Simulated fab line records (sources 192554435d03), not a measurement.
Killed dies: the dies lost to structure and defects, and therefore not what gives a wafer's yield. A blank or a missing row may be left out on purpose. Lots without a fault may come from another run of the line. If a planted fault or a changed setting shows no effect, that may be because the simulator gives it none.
fab line records	flow n5-finfet
record lots=10	wafers=29	last-day=20
route steps=1938 shown BEOL_M4@1024 PASSIVATION@1926
lots with no fault: from the same line, run without faults
start-h: hours from the record's opening day to when the first of the lot's shown wafers began	wait-h: hours from the lot's prior step to this one	" same as the row above	L1.1+2: a row that stands for several wafers	- value missing, or start not given	* or withheld: withheld	< > ~ a bound
route shown NAME@n: NAME is a module with steps in the file, n the number in the route of the first one	usual: mean and standard deviation over wafers with no fault	same: alike in all rows	chamber/n: place in a boat	sites: per-site readings	_std_site: the values' standard deviation	_edge_site: inner sites' mean taken away from outer sites' mean	radius-mm: how far each site lies from the wafer's centre	mask NAME#n: copy n	behind: the last tool/chamber to shape the wafer	hold: why the lot went on hold/how many hours it stayed there/how the hold came to an end	device: names the non-switching transistor (n, p or np)	end of line: the same wafers' tests at the end of the route	for a step that has no rows: nothing shown but its recipe	killed: not the wafer's yield, but the dies lost to structure and defects at the first sort	map: per-die view of a wafer (x killed, . not killed, _ where there is no die)
set.NAME: the run value of the setting; set.NAME@STEP: its run value at that earlier step	model.NAME: the simulator's own value behind a step, which no gauge read
a sample of lots followed through the steps of the route, with each step as a table and each wafer as a row
services: the hour from which a tool's chamber was out of use, counted from the record's first day as start-h (under 0 if before that day), plus the number of hours and why
## steps
# step N5_BEOL_M4_HM_DEP_02
# recipe material=TiN	target-thk-a=200	temp-c=25	chamber-pressure-pa=0.49996
# usual throttle-valve-pct=29.6/0.9
lot.wafer	tool	chamber	start-h	wait-h	throttle-valve-pct
L591.2	pvd-sputter-03	-	167.59	0.2	29.9
L591.3	"	-	"	"	31.0
L591.5	"	-	"	"	28.9
L592.3	pvd-sputter-03	-	188.80	0.6	29.8
L592.5	"	-	"	"	28.9
L592.6	"	-	"	"	29.0
L594.1	pvd-sputter-02	-	198.98	0.5	29.9
L594.4	"	-	"	"	28.8
L594.5	"	-	"	"	29.1
L595.1	pvd-sputter-01	-	201.72	2.7	30.7
L595.3	"	-	"	"	28.7
L595.6	"	-	"	"	28.4
L596.1	pvd-sputter-01	-	203.52	0.8	30.6
L596.4	"	-	"	"	28.7
L596.6	"	-	"	"	30.4
L599.2	pvd-sputter-03	-	227.69	0.4	29.2
L599.4	"	-	"	"	29.9
L599.5	"	-	"	"	31.1
L601.1	pvd-sputter-01	-	251.13	0.8	30.7
L601.4	"	-	"	"	28.4
L601.6	"	-	"	"	30.5
L610.3	pvd-sputter-02	-	307.54	0.7	29.2
L610.6	"	-	"	"	28.6
L613.2	pvd-sputter-01	-	323.14	0.6	28.5
L613.3	"	-	"	"	30.8
L613.4	"	-	"	"	28.7
L614.1	pvd-sputter-03	-	328.79	1.9	29.2
L614.4	"	-	"	"	31.1
L614.6	"	-	"	"	28.3
# step N5_BEOL_M4_RC_MEAS_101
# usual DIBL_N=36.5/2.1	DIBL_P=36.6/2.6	IOFF_N=0.17/0.044	IOFF_P=0.21/0.048	ION_N=674/17	ION_P=462/9.5	SS_N=71.6/0.77	SS_P=73.5/0.72	VT_N=250/4.2	VT_P=-250/3.9
lot.wafer	tool	chamber	start-h	wait-h	DIBL_N[mV/V]	DIBL_P[mV/V]	IOFF_N[nA/um]	IOFF_P[nA/um]	ION_N[uA/um]	ION_P[uA/um]	SS_N[mV/dec]	SS_P[mV/dec]	VT_N[mV]	VT_P[mV]
L591.2	prober-02	0	194.37	0.2	36.8	36.2	0.19	0.25	686	468	71.4	74.0	246	-245
L591.3	"	0	"	"	34.5	33.7	0.15	0.22	673	466	71.3	73.4	252	-247
L591.5	"	0	"	"	35.9	34.8	0.18	0.22	683	469	71.5	73.4	245	-249
L592.3	prober-02	0	217.95	0.3	33.3	32.4	0.09	0.16	644	452	70.7	71.9	259	-254
L592.5	"	0	"	"	38.8	39.3	0.19	0.26	676	469	71.5	74.8	250	-247
L592.6	"	0	"	"	31.5	30.2	0.08	0.13	636	452	70.1	72.3	262	-256
L595.1	prober-01	0	222.07	0.0	41.7	40.4	0.31	0.35	707	476	73.8	74.9	241	-242
L595.3	"	0	"	"	34.2	32.3	0.13	0.19	678	467	70.7	72.7	251	-250
L595.6	"	0	"	"	40.5	40.5	0.29	0.34	703	475	72.2	74.8	241	-243
L594.1	prober-02	0	227.58	0.0	37.2	37.7	0.14	0.20	667	462	71.1	73.0	253	-253
L594.4	"	0	"	"	40.6	42.3	0.24	0.28	706	478	72.4	74.4	241	-245
L594.5	"	0	"	"	39.5	40.8	0.20	0.25	685	465	72.2	74.3	248	-247
L596.1	prober-02	0	236.60	0.0	34.7	35.1	0.13	0.16	675	459	70.9	73.1	255	-254
L596.4	"	0	"	"	36.8	38.1	0.17	0.21	687	468	71.0	73.9	249	-252
L596.6	"	0	"	"	32.4	33.0	0.10	0.15	657	460	70.7	71.7	254	-254
L599.2	prober-02	0	250.70	0.2	35.6	36.7	0.16	0.20	667	461	71.5	73.4	247	-250
L599.4	"	0	"	"	36.0	35.2	0.15	0.17	651	445	72.3	73.0	253	-253
L599.5	"	0	"	"	32.7	32.9	0.11	0.16	653	454	70.0	73.2	254	-254
L601.1	prober-01	0	270.26	0.0	37.4	37.5	0.16	0.22	680	464	71.7	73.9	251	-249
L601.4	"	0	"	"	37.1	36.5	0.14	0.21	658	465	72.3	73.2	254	-248
L601.6	"	0	"	"	35.6	34.6	0.12	0.18	665	464	71.1	72.7	255	-251
L610.3	prober-01	0	317.52	0.3	36.3	36.1	0.14	0.17	664	456	72.5	73.6	254	-256
L610.6	"	0	"	"	35.6	35.6	0.12	0.15	648	443	71.6	73.0	254	-259
L613.2	prober-02	0	339.48	0.2	34.4	33.6	0.13	0.17	667	457	70.5	72.3	250	-251
L613.3	"	0	"	"	36.6	36.6	0.17	0.22	691	472	71.7	73.8	249	-248
L613.4	"	0	"	"	37.4	37.9	0.18	0.24	679	468	71.6	73.5	250	-246
L614.1	prober-01	0	349.42	0.0	34.9	36.2	0.12	0.17	664	459	71.3	73.3	257	-256
L614.4	"	0	"	"	37.3	38.6	0.16	0.21	671	469	71.8	74.0	252	-251
L614.6	"	0	"	"	35.3	35.4	0.13	0.16	666	453	71.5	72.8	255	-258
# step N5_PASSIVATION_OVL_MEAS_66
# recipe points-per-wafer=44
# usual PASS_OPEN_OVL=2/4.4
lot.wafer	tool	chamber	start-h	wait-h	PASS_OPEN_OVL[nm]
L591.2	overlay-02	0	298.08	0.0	1
L591.3	"	0	"	"	4
L591.5	"	0	"	"	4
L592.3	overlay-01	0	315.81	0.0	0
L592.5	"	0	"	"	2
L592.6	"	0	"	"	-6
L595.1	overlay-02	0	328.76	0.0	10
L595.3	"	0	"	"	10
L595.6	"	0	"	"	3
L594.1	overlay-02	0	334.07	0.0	8
L594.4	"	0	"	"	0
L594.5	"	0	"	"	8
L596.1	overlay-02	0	340.98	0.0	10
L596.4	"	0	"	"	2
L596.6	"	0	"	"	4
L599.2	overlay-01	0	345.05	0.0	-4
L599.4	"	0	"	"	-3
L599.5	"	0	"	"	3
L601.1	overlay-02	0	372.50	0.0	-1
L601.4	"	0	"	"	-4
L601.6	"	0	"	"	-2
L610.3	overlay-01	0	435.96	0.0	1
L610.6	"	0	"	"	-2
L614.1	overlay-01	0	475.10	0.0	3
L614.4	"	0	"	"	7
L614.6	"	0	"	"	3
L613.2	overlay-02	0	478.68	0.0	-1
L613.3	"	0	"	"	8
L613.4	"	0	"	"	2
# step N5_PASSIVATION_DESCUM_46
# recipe chemistry=O2	time-s=7.9	source-power-w=50	bias-power-w=20	pressure-mtorr=20	rf-frequency-hz=2.712e+07	temp-c=40	o2-flow-sccm=225
# usual drypump-motor-current-A=5.6/0.43	oes-product-au=0.82/0.097	rf-vpp-V=243.5/1.5	showerhead-plenum-p-Torr=2.11/0.08	throttle-valve-pct=20.36/0.29
lot.wafer	tool	chamber	start-h	wait-h	drypump-motor-current-A	oes-product-au	rf-hours-counter-h	rf-vpp-V	showerhead-plenum-p-Torr	throttle-valve-pct
L591.2	rie-diel-05	3	298.14	0.0	5.4	0.95	14	246.2	2.24	20.01
L591.3	"	0	"	"	5.1	0.71	231	240.7	1.95	20.16
L591.5	"	0	"	"	5.1	0.71	-	243.1	1.95	20.15
L592.3	rie-diel-01	0	315.87	0.0	6.3	0.91	22	243.0	2.16	20.37
L592.5	"	3	"	"	5.1	0.71	-	242.0	2.01	20.72
L592.6	"	2	"	"	5.1	0.67	-	242.4	2.05	20.65
L595.1	rie-diel-05	3	328.82	0.0	5.5	0.93	27	244.2	2.24	20.02
L595.3	"	0	"	"	5.1	0.70	244	241.6	1.94	20.17
L595.6	"	3	"	"	5.4	0.93	-	244.9	2.24	20.04
L594.1	rie-diel-05	3	334.15	0.1	5.5	0.93	29	244.9	2.24	20.04
L594.4	"	0	"	"	5.1	0.70	245	239.7	1.94	20.17
L594.5	"	2	"	"	5.3	0.91	-	244.4	2.12	20.14
L596.1	rie-diel-01	2	341.26	0.3	5.1	1.03	1	241.0	2.05	20.19
L596.4	"	0	"	"	6.2	0.88	36	245.6	2.15	20.39
L596.6	"	1	"	"	5.8	0.74	-	244.5	2.17	20.23
L599.2	rie-diel-04	1	345.10	0.0	6.1	0.68	237	241.6	1.98	20.72
L599.4	"	1	"	"	6.2	0.68	-	242.1	1.98	20.71
L599.5	"	2	"	"	5.6	0.82	-	243.2	2.09	20.49
L601.1	rie-diel-04	3	372.56	0.0	5.5	0.70	219	241.9	2.01	20.73
L601.4	"	2	"	"	5.6	0.80	106	244.0	2.09	20.52
L601.6	"	2	"	"	5.6	0.81	-	243.9	2.09	20.50
L610.3	rie-diel-04	1	436.01	0.0	6.2	0.96	4	247.4	2.24	20.45
L610.6	"	2	"	"	5.6	0.79	-	242.8	2.08	20.56
L614.1	rie-diel-01	2	475.16	0.0	5.1	0.89	42	242.2	2.04	20.27
L614.4	"	1	"	"	5.8	0.71	216	244.3	2.16	20.30
L614.6	"	1	"	"	5.8	0.71	-	244.7	2.16	20.31
L613.2	rie-diel-05	1	478.75	0.0	6.2	0.70	223	242.2	2.07	20.97
L613.3	"	2	"	"	5.3	0.84	66	244.4	2.10	20.19
L613.4	"	3	"	"	5.4	0.86	76	245.7	2.22	20.11
# step N5_PASSIVATION_STRIP_48
# recipe chemistry=O2	power-w=600	temp-c=60	pressure-mtorr=30	rf-frequency-hz=6e+07	bias-power-w=0	overash-fraction=0.5	o2-flow-sccm=225
# usual drypump-motor-current-A=5.6/0.43	oes-product-au=0.82/0.1	rf-vpp-V=3.7/2.3	showerhead-plenum-p-Torr=2.12/0.08	throttle-valve-pct=16.60/0.29
lot.wafer	tool	chamber	start-h	wait-h	drypump-motor-current-A	oes-product-au	rf-hours-counter-h	rf-vpp-V	showerhead-plenum-p-Torr	throttle-valve-pct
L591.2	rie-diel-05	3	298.69	0.1	5.4	0.97	15	1.5	2.24	16.17
L591.3	"	0	"	"	5.1	0.69	232	7.1	1.96	16.56
L591.5	"	0	"	"	5.1	0.69	-	3.0	1.95	16.51
L592.3	rie-diel-01	0	316.42	0.1	6.2	0.90	23	3.5	2.16	16.53
L592.5	"	3	"	"	5.0	0.72	-	2.1	2.01	16.98
L592.6	"	2	"	"	5.1	0.67	-	4.8	2.06	16.87
L595.1	rie-diel-05	3	329.37	0.1	5.4	0.94	28	3.0	2.24	16.29
L595.3	"	0	"	"	5.1	0.71	244	3.6	1.95	16.49
L595.6	"	3	"	"	5.5	0.93	-	4.4	2.24	16.27
L594.1	rie-diel-05	3	334.70	0.1	5.4	0.88	29	2.3	2.24	16.23
L594.4	"	0	"	"	5.1	0.69	245	0	1.95	16.46
L594.5	"	2	"	"	5.2	0.95	-	3.7	2.12	16.34
L596.1	rie-diel-01	2	341.81	0.1	5.1	1.06	1	5.1	2.06	16.47
L596.4	"	0	"	"	6.2	0.87	37	2.0	2.16	16.60
L596.6	"	1	"	"	5.8	0.74	-	2.0	2.18	16.50
L599.2	rie-diel-04	1	345.66	0.1	6.1	0.69	237	2.9	1.98	17.05
L599.4	"	1	"	"	6.2	0.67	-	0.3	1.98	17.01
L599.5	"	2	"	"	5.6	0.82	-	2.0	2.09	16.79
L601.1	rie-diel-04	3	373.11	0.1	5.5	0.69	219	7.8	2.01	16.97
L601.4	"	2	"	"	5.6	0.81	106	3.1	2.09	16.81
L601.6	"	2	"	"	5.6	0.80	-	3.3	2.09	16.80
L610.3	rie-diel-04	1	436.56	0.1	6.1	0.92	4	2.2	2.24	16.66
L610.6	"	2	"	"	5.6	0.81	-	3.0	2.08	16.83
L614.1	rie-diel-01	2	475.71	0.1	5.1	0.91	42	1.3	2.04	16.51
L614.4	"	1	"	"	5.8	0.70	217	5.7	2.16	16.54
L614.6	"	1	"	"	5.8	0.69	-	2.4	2.16	16.59
L613.2	rie-diel-05	1	479.30	0.1	6.1	0.69	223	0.2	2.08	17.09
L613.3	"	2	"	"	5.3	0.83	66	9.2	2.10	16.52
L613.4	"	3	"	"	5.5	0.86	77	4.8	2.22	16.35
# step N5_PASSIVATION_PROBE_49
# usual defect-limited-yield=91.2/1.5	killed_at_M0_to_M3=36/10	killed_at_M4_up=14/5.2	killed-at-contacts=12/6	killed-at-front-end=37/10	killed-at-other=4/3.3	killed-dies=104/18	killed-on-rim=14/4.1	killed-open=68/14	killed-short=34/7.4	sort_bin_4_leakage=0.01/0.04	sort_bin_5_function=5.2/1	sort_bin_6_memory=3.3/0.7	sort_bin_8_speed=0.01/0.045	sort-n-pass=1076/18	sort-yield-pct=91.2/1.5
# same gross-dies=1180	killed-at-back-side=0
lot.wafer	tool	chamber	start-h	wait-h	defect-limited-yield[%]	killed_at_M0_to_M3	killed_at_M4_up	killed-at-contacts	killed-at-front-end	killed-at-other	killed-dies	killed-on-rim	killed-open	killed-short	sort_bin_4_leakage[%]	sort_bin_5_function[%]	sort_bin_6_memory[%]	sort_bin_8_speed[%]	sort-n-pass	sort-yield-pct[%]
L591.2	prober-01	-	301.25	0.1	90.8	33	28	23	22	2	108	17	80	26	0	4.8	4.1	0	1072	90.8
L591.3	prober-01	-	301.30	0.1	91.9	47	10	16	22	1	96	15	50	45	0	4.7	3.2	0	1084	91.9
L591.5	prober-01	-	301.40	0.2	91.0	44	22	9	29	2	106	10	75	31	0	4.2	4.4	0	1074	91.0
L592.3	prober-01	-	319.01	0.1	88.5	39	14	21	58	4	136	17	90	44	0	6.9	4.4	0	1044	88.5
L592.5	prober-01	-	319.11	0.2	88.9	31	21	12	56	11	131	15	82	42	0	6.8	4.0	0	1049	88.9
L592.6	prober-01	-	319.16	0.3	90.0	44	23	16	35	0	118	19	82	31	0	6.4	3.1	0.17	1060	89.8
L595.1	prober-02	-	331.91	0.0	91.5	22	15	8	50	5	100	16	70	30	0.25	5.4	3.0	0	1077	91.3
L595.3	prober-02	-	332.01	0.1	89.9	38	22	24	33	2	119	15	87	31	0	5.4	4.4	0	1061	89.9
L595.6	prober-02	-	332.16	0.3	90.8	32	10	13	46	7	108	10	66	38	0.08	5.0	3.8	0	1071	90.8
L594.1	prober-01	-	337.20	0.0	92.5	33	11	6	38	0	88	11	46	42	0	4.5	2.4	0	1092	92.5
L594.4	prober-01	-	337.35	0.2	92.0	36	19	2	35	2	94	15	60	30	0	4.2	3.6	0	1086	92.0
L594.5	prober-01	-	337.40	0.2	91.9	37	22	6	30	1	96	9	58	36	0	4.7	3.0	0	1084	91.9
L596.1	prober-01	-	344.30	0.0	90.2	53	14	14	30	5	116	17	85	29	0	5.9	3.4	0	1064	90.2
L596.4	prober-01	-	344.45	0.2	90.1	27	25	29	31	5	117	13	77	33	0	5.3	3.6	0	1063	90.1
L596.6	prober-01	-	344.55	0.3	88.3	56	18	23	41	0	138	15	96	40	0	7.4	3.9	0	1042	88.3
L599.2	prober-02	-	348.20	0.1	89.7	46	19	22	26	8	121	17	85	35	0	6.6	3.1	0	1059	89.7
L599.4	prober-02	-	348.30	0.2	87.6	44	27	12	57	6	146	17	102	42	0	7.6	4.5	0	1034	87.6
L599.5	prober-02	-	348.35	0.2	87.6	63	26	14	36	7	146	19	95	48	0	7.9	4.0	0	1034	87.6
L601.1	prober-01	-	375.60	0.0	91.9	28	16	9	40	3	96	14	62	34	0	5.0	2.8	0	1084	91.9
L601.4	prober-01	-	375.75	0.2	85.7	24	103	7	34	1	169	61	50	31	0	10.9	3.1	0	1011	85.7
L601.6	prober-01	-	375.85	0.3	91.3	40	10	8	44	1	103	12	63	40	0	5.5	2.9	0	1077	91.3
L610.3	prober-01	-	439.15	0.1	92.5	40	12	3	29	5	89	12	55	34	0	4.1	3.2	0	1091	92.5
L610.6	prober-01	-	439.30	0.3	90.2	47	10	9	48	2	116	10	65	51	0	5.8	3.9	0	1064	90.2
L614.1	prober-01	-	478.20	0.0	91.8	42	11	3	34	7	97	16	57	39	0	4.7	3.2	0	1083	91.8
L614.4	prober-01	-	478.35	0.2	90.2	32	16	13	49	6	116	20	72	43	0	5.9	3.4	0	1064	90.2
L614.6	prober-01	-	478.45	0.3	91.9	41	11	5	36	2	95	18	68	25	0	5.5	2.4	0	1085	91.9
L613.2	prober-01	-	481.84	0.1	92.1	36	10	9	33	5	93	12	68	25	0	4.4	3.3	0	1087	92.1
L613.3	prober-01	-	481.89	0.1	92.7	29	13	9	32	3	86	15	60	26	0	4.0	3.1	0	1094	92.7
L613.4	prober-01	-	481.94	0.2	93.7	30	3	7	34	0	74	9	57	15	0	3.6	2.5	0	1106	93.7
# killed by level:class
L591.2 MOL_CONTACT_COAG:geometric-particle:open=20 BEOL_M4:geometric-particle:open=11 BEOL_M1:geometric-particle:open=8 FIN_SAQP:geometric-particle:open=7 STI_FIN_REVEAL:geometric-particle:open=5 BEOL_M0_SAQP:geometric-particle:short=5 BEOL_M0_SAQP:geometric-particle:open=5 BEOL_M5:geometric-particle:open=5
L591.3 MOL_CONTACT_COAG:geometric-particle:open=13 BEOL_M0_SAQP:geometric-particle:short=13 BEOL_M1:geometric-particle:open=10 FIN_SAQP:geometric-particle:short=7 BEOL_M1:geometric-particle:short=6 BEOL_M0_SAQP:geometric-particle:open=5 STI_FIN_REVEAL:geometric-particle:open=4 BEOL_M0:geometric-particle:short=4
L591.5 BEOL_M1:geometric-particle:open=15 FIN_SAQP:geometric-particle:open=10 BEOL_M0_SAQP:geometric-particle:short=10 BEOL_M0_SAQP:geometric-particle:open=9 MOL_CONTACT_COAG:geometric-particle:open=7 BEOL_M4:geometric-particle:open=7 BEOL_M5:geometric-particle:open=6 FIN_SAQP:geometric-particle:short=4
L592.3 STI_FIN_REVEAL:geometric-particle:open=21 MOL_CONTACT_COAG:geometric-particle:open=16 BEOL_M0_SAQP:geometric-particle:short=10 STI_FIN_REVEAL:geometric-particle:short=9 BEOL_M2:geometric-particle:open=9 FIN_SAQP:geometric-particle:short=7 BEOL_M0_SAQP:geometric-particle:open=7 FIN_SAQP:geometric-particle:open=6
L592.5 FIN_SAQP:geometric-particle:open=15 MOL_CONTACT_COAG:geometric-particle:open=12 FIN_SAQP:geometric-particle:short=9 BEOL_M0_SAQP:geometric-particle:short=9 BEOL_M1:geometric-particle:open=8 BEOL_M4:geometric-particle:open=8 STI_FIN_REVEAL:geometric-particle:open=6 BEOL_M0_SAQP:geometric-particle:open=6
L592.6 BEOL_M4:geometric-particle:open=17 MOL_CONTACT_COAG:geometric-particle:open=13 BEOL_M3:geometric-particle:open=13 FIN_SAQP:geometric-particle:open=8 BEOL_M0_SAQP:geometric-particle:short=7 BEOL_M0_SAQP:geometric-particle:open=6 BEOL_M1:geometric-particle:open=6 BEOL_M1:geometric-particle:short=4
L595.1 FIN_SAQP:geometric-particle:open=14 STI_FIN_REVEAL:geometric-particle:open=11 MOL_CONTACT_COAG:geometric-particle:open=7 BEOL_M0_SAQP:geometric-particle:open=7 BEOL_M4:geometric-particle:open=6 FIN_SAQP:geometric-particle:short=5 ILD0:geometric-particle:short=4 BEOL_M0_SAQP:geometric-particle:short=4
L595.3 MOL_CONTACT_COAG:geometric-particle:open=17 BEOL_M0_SAQP:geometric-particle:open=13 FIN_SAQP:geometric-particle:open=11 MOL_CONTACT_COAG:geometric-particle:short=7 BEOL_M2:geometric-particle:open=7 BEOL_M0_SAQP:geometric-particle:short=6 BEOL_M4:geometric-particle:open=6 BEOL_M7:geometric-particle:open=6
L595.6 FIN_SAQP:geometric-particle:open=12 BEOL_M0_SAQP:geometric-particle:short=11 MOL_CONTACT_COAG:geometric-particle:open=10 BEOL_M0_SAQP:geometric-particle:open=9 STARTING-WAFER:geometric-particle:open=6 BEOL_M2:geometric-particle:open=6 FIN_SAQP:geometric-particle:short=5 STI_FIN_REVEAL:geometric-particle:open=4
L594.1 STI_FIN_REVEAL:geometric-particle:open=10 BEOL_M3:geometric-particle:short=8 BEOL_M0_SAQP:geometric-particle:short=7 FIN_SAQP:geometric-particle:short=6 BEOL_M4:geometric-particle:open=6 MOL_CONTACT_COAG:geometric-particle:open=6 BEOL_M3:geometric-particle:open=5 BEOL_M2:geometric-particle:short=4
L594.4 BEOL_M4:geometric-particle:open=10 BEOL_M0_SAQP:geometric-particle:open=7 BEOL_M3:geometric-particle:open=7 BEOL_M1:geometric-particle:open=7 FIN_SAQP:geometric-particle:short=6 BEOL_M0_SAQP:geometric-particle:short=5 BEOL_M2:geometric-particle:open=5 STARTING-WAFER:geometric-particle:short=5
L594.5 BEOL_M4:geometric-particle:open=9 FIN_SAQP:geometric-particle:open=8 BEOL_M1:geometric-particle:open=8 FIN_SAQP:geometric-particle:short=7 BEOL_M2:geometric-particle:open=7 BEOL_M3:geometric-particle:short=6 STI_FIN_REVEAL:geometric-particle:open=5 MOL_CONTACT_COAG:geometric-particle:open=5
L596.1 BEOL_M3:geometric-particle:open=15 MOL_CONTACT_COAG:geometric-particle:open=14 DUMMY_GATE:geometric-particle:open=10 BEOL_M0_SAQP:geometric-particle:open=9 BEOL_M0_SAQP:geometric-particle:short=9 BEOL_M2:geometric-particle:open=8 BEOL_M4:geometric-particle:open=7 BEOL_M1:geometric-particle:open=4
L596.4 MOL_CONTACT_COAG:geometric-particle:open=21 BEOL_M3:geometric-particle:open=9 MOL_CONTACT_COAG:geometric-particle:short=8 BEOL_M4:geometric-particle:open=8 FIN_SAQP:geometric-particle:open=6 BEOL_M0_SAQP:geometric-particle:open=5 HKMG_FIN:area-etch=5 GATE_CUT:geometric-particle:open=4
L596.6 MOL_CONTACT_COAG:geometric-particle:open=17 BEOL_M0_SAQP:geometric-particle:open=13 FIN_SAQP:geometric-particle:open=11 BEOL_M1:geometric-particle:open=11 BEOL_M0_SAQP:geometric-particle:short=11 BEOL_M2:geometric-particle:open=9 BEOL_M3:geometric-particle:open=8 FIN_SAQP:geometric-particle:short=7
L599.2 MOL_CONTACT_COAG:geometric-particle:open=17 BEOL_M3:geometric-particle:open=15 BEOL_M0_SAQP:geometric-particle:open=10 BEOL_M0_SAQP:geometric-particle:short=8 BEOL_M4:geometric-particle:open=7 MOL_CONTACT_COAG:geometric-particle:short=5 BEOL_M1:geometric-particle:open=5 FIN_SAQP:geometric-particle:open=4
L599.4 STI_FIN_REVEAL:geometric-particle:open=24 BEOL_M4:geometric-particle:open=14 BEOL_M3:geometric-particle:open=11 MOL_CONTACT_COAG:geometric-particle:open=8 BEOL_M2:geometric-particle:open=8 BEOL_M0_SAQP:geometric-particle:short=7 STARTING-WAFER:geometric-particle:open=7 ILD0:geometric-particle:open=5
L599.5 BEOL_M3:geometric-particle:open=15 BEOL_M2:geometric-particle:open=15 BEOL_M4:geometric-particle:open=13 MOL_CONTACT_COAG:geometric-particle:open=11 BEOL_M0_SAQP:geometric-particle:short=9 BEOL_M0_SAQP:geometric-particle:open=6 STARTING-WAFER:geometric-particle:open=6 BEOL_M3:geometric-particle:short=5
L601.1 FIN_SAQP:geometric-particle:short=12 FIN_SAQP:geometric-particle:open=9 BEOL_M0_SAQP:geometric-particle:open=8 MOL_CONTACT_COAG:geometric-particle:open=7 ILD0:geometric-particle:open=5 BEOL_M0_SAQP:geometric-particle:short=5 BEOL_M2:geometric-particle:open=5 GATE_CUT:geometric-particle:short=4
L601.4 BEOL_M4:area-open=87 FIN_SAQP:geometric-particle:short=15 FIN_SAQP:geometric-particle:open=8 BEOL_M0_SAQP:geometric-particle:open=7 MOL_CONTACT_COAG:geometric-particle:open=6 BEOL_M0_SAQP:geometric-particle:short=6 BEOL_M3:geometric-particle:open=6 BEOL_M4:geometric-particle:open=6
L601.6 FIN_SAQP:geometric-particle:short=11 BEOL_M0_SAQP:geometric-particle:open=11 BEOL_M0_SAQP:geometric-particle:short=11 BEOL_M3:geometric-particle:open=11 FIN_SAQP:geometric-particle:open=10 GATE_CUT:geometric-particle:short=7 MOL_CONTACT_COAG:geometric-particle:open=7 ILD0:geometric-particle:short=5
L610.3 BEOL_M0_SAQP:geometric-particle:short=11 FIN_SAQP:geometric-particle:open=10 BEOL_M3:geometric-particle:open=9 DUMMY_GATE:geometric-particle:open=7 BEOL_M0_SAQP:geometric-particle:open=7 BEOL_M1:geometric-particle:open=5 FIN_SAQP:geometric-particle:short=3 BEOL_M2:geometric-particle:open=3
L610.6 BEOL_M0_SAQP:geometric-particle:short=19 BEOL_M0_SAQP:geometric-particle:open=13 FIN_SAQP:geometric-particle:open=11 DUMMY_GATE:geometric-particle:open=10 FIN_SAQP:geometric-particle:short=9 MOL_CONTACT_COAG:geometric-particle:open=6 BEOL_M5:geometric-particle:open=5 BEOL_M2:geometric-particle:open=4
L614.1 BEOL_M0_SAQP:geometric-particle:short=10 BEOL_M3:geometric-particle:open=9 BEOL_M0_SAQP:geometric-particle:open=8 STI_FIN_REVEAL:geometric-particle:open=7 FIN_SAQP:geometric-particle:short=6 FIN_SAQP:geometric-particle:open=5 BEOL_M1:geometric-particle:open=5 DUMMY_GATE:geometric-particle:open=4
L614.4 STI_FIN_REVEAL:geometric-particle:open=23 BEOL_M0_SAQP:geometric-particle:short=10 MOL_CONTACT_COAG:geometric-particle:open=8 STI_FIN_REVEAL:geometric-particle:short=6 BEOL_M1:geometric-particle:open=6 GATE_CUT:geometric-particle:open=5 MOL_CONTACT_COAG:geometric-particle:short=5 FIN_SAQP:geometric-particle:short=4
L614.6 BEOL_M3:geometric-particle:open=11 BEOL_M2:geometric-particle:open=8 BEOL_M0_SAQP:geometric-particle:open=6 FIN_SAQP:geometric-particle:open=5 STI_FIN_REVEAL:geometric-particle:open=5 DUMMY_GATE:geometric-particle:open=5 GATE_CUT:geometric-particle:open=5 MOL_CONTACT_COAG:geometric-particle:open=5
L613.2 BEOL_M3:geometric-particle:open=12 MOL_CONTACT_COAG:geometric-particle:open=9 STI_FIN_REVEAL:geometric-particle:open=7 BEOL_M0_SAQP:geometric-particle:open=7 FIN_SAQP:geometric-particle:open=5 BEOL_M2:geometric-particle:open=5 FIN_SAQP:geometric-particle:short=4 BEOL_M4:geometric-particle:open=4
L613.3 MOL_CONTACT_COAG:geometric-particle:open=8 DUMMY_GATE:geometric-particle:open=7 STI_FIN_REVEAL:geometric-particle:open=5 BEOL_M0_SAQP:geometric-particle:short=5 BEOL_M0:geometric-particle:open=5 BEOL_M3:geometric-particle:open=5 FIN_SAQP:geometric-particle:open=4 BEOL_M1:geometric-particle:open=4
L613.4 FIN_SAQP:geometric-particle:open=10 BEOL_M3:geometric-particle:open=10 DUMMY_GATE:geometric-particle:open=7 MOL_CONTACT_COAG:geometric-particle:open=6 STI_FIN_REVEAL:geometric-particle:open=5 BEOL_M0_SAQP:geometric-particle:open=5 BEOL_M1:geometric-particle:open=4 BEOL_M0_SAQP:geometric-particle:short=3
## services
tool	chamber	start-h	hours	kind
pvd-sputter-01	-	155.50	4.5	repair
rie-diel-01	2	171.91	16.9	repair
rie-diel-04	2	196.85	3.7	repair
pvd-sputter-01	-	219.23	4.0	repair
rie-diel-05	3	240.08	-	clean
rie-diel-05	3	240.08	-	consumable-replace:focus-ring
rie-diel-05	3	240.08	-	consumable-replace:showerhead
rie-diel-05	3	240.08	25.9	scheduled-down
rie-diel-05	3	240.08	25.9	vent-cycle
rie-diel-04	0	268.44	10.6	repair
rie-diel-05	2	269.41	-	clean
rie-diel-05	2	269.41	-	consumable-replace:focus-ring
rie-diel-05	2	269.41	16.1	scheduled-down
rie-diel-04	3	273.77	2.0	repair
rie-diel-05	1	286.76	30.4	repair
rie-diel-01	1	313.20	6.2	repair
rie-diel-01	-	351.84	15.6	pm
rie-diel-04	1	380.23	18.4	repair
rie-diel-04	0	386.71	4.0	repair
pvd-sputter-01	-	393.50	73.0	repair
rie-diel-04	-	416.71	2.8	pm
rie-diel-01	0	427.65	10.6	repair
pvd-sputter-02	-	431.19	14.6	repair
rie-diel-01	-	461.42	0.7	repair
## key
first-sign step=N5_PASSIVATION_PROBE_49	reading=killed_at_M4_up	direction=up	sigmas=17	usual=14	struck=103
effect step=N5_PASSIVATION_PROBE_49	reading=sort_bin_5_function	direction=up	sigmas=5.6	usual=5.2	struck=10.9
more-kills-born-at N5_BEOL_M4_HM_OPEN_17@rie-metal-02=87
met-at N5_BEOL_M4_HM_DEP_02
struck-lots L601
struck-wafers L601.4
not-acting-at N5_PASSIVATION_OVL_MEAS_66,N5_PASSIVATION_DESCUM_46,N5_PASSIVATION_STRIP_48
onset-between 203.52 251.13
fault kind=process-parameter-drift	tool=pvd-sputter-01	chamber=-	onset-h=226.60	steps=N5_BEOL_M4_HM_DEP_02	channel=target-thk-a	offset=*	shape=step	end-h=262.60	scope=struck-wafers-only	acts-in=*	stated=*
